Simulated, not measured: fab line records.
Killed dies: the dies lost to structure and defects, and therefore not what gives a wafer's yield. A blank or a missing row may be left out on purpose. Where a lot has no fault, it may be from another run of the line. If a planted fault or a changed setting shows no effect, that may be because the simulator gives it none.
Matching of chambers / flow n5-finfet / 3 sister chambers for N5_BEOL_M1_ILD_DEP_00 on pecvd-02
The step deposits SiOC from DEMS/O2, target thk 79 nm, time 15.3 s. 6 wafers are shown with their chamber, then 8 later ones without.

== WAFERS, EACH WITH ITS CHAMBER ==
wafer=L086.4; chamber=1; throttle-valve-pct (%)=12.5; heater-power-outer-w (W)=278
wafer=L086.6; chamber=2; throttle-valve-pct (%)=11.2; heater-power-outer-w (W)=261
wafer=L087.3; chamber=0; throttle-valve-pct (%)=13.3; heater-power-outer-w (W)=209
wafer=L087.4; chamber=1; throttle-valve-pct (%)=12.4; heater-power-outer-w (W)=250
wafer=L087.6; chamber=0; throttle-valve-pct (%)=13.1; heater-power-outer-w (W)=209
wafer=L088.1; chamber=2; throttle-valve-pct (%)=11.2; heater-power-outer-w (W)=246

== WAFERS WHOSE CHAMBER IS MISSING ==
wafer=L088.4; throttle-valve-pct (%)=11.6; heater-power-outer-w (W)=253
wafer=L088.6; throttle-valve-pct (%)=13.2; heater-power-outer-w (W)=212
wafer=L091.1; throttle-valve-pct (%)=13.4; heater-power-outer-w (W)=249
wafer=L091.3; throttle-valve-pct (%)=12.5; heater-power-outer-w (W)=263
wafer=L091.6; throttle-valve-pct (%)=12.5; heater-power-outer-w (W)=263
wafer=L093.2; throttle-valve-pct (%)=11.1; heater-power-outer-w (W)=266
wafer=L093.4; throttle-valve-pct (%)=11.2; heater-power-outer-w (W)=272
wafer=L093.6; throttle-valve-pct (%)=13.3; heater-power-outer-w (W)=215

== WHICH CHAMBER EACH ONE RAN IN ==
wafer=L088.4; from the rows above=2; in truth=2
wafer=L088.6; from the rows above=0; in truth=0
wafer=L091.1; from the rows above=0; in truth=0
wafer=L091.3; from the rows above=1; in truth=1
wafer=L091.6; from the rows above=1; in truth=1
wafer=L093.2; from the rows above=2; in truth=2
wafer=L093.4; from the rows above=2; in truth=2
wafer=L093.6; from the rows above=0; in truth=0
Placed correctly: 8 of 8. Number that these rows cannot place: 0. Placed wrongly: 0.
How it was worked out, from the rows above alone: a wafer's distance from a chamber is the root of the sum, over the readings, of the square of ((its reading less the chamber's mean) divided by the reading's scatter). The wafer belongs to the nearest chamber; if the next one is less than 2 further off, it can't be placed. For every chamber, the mean is computed from those of its wafers that are shown. The scatter: take each reading less its chamber's mean, square it, sum over the shown wafers, divide by the number of wafers less the number of chambers, and take the root.
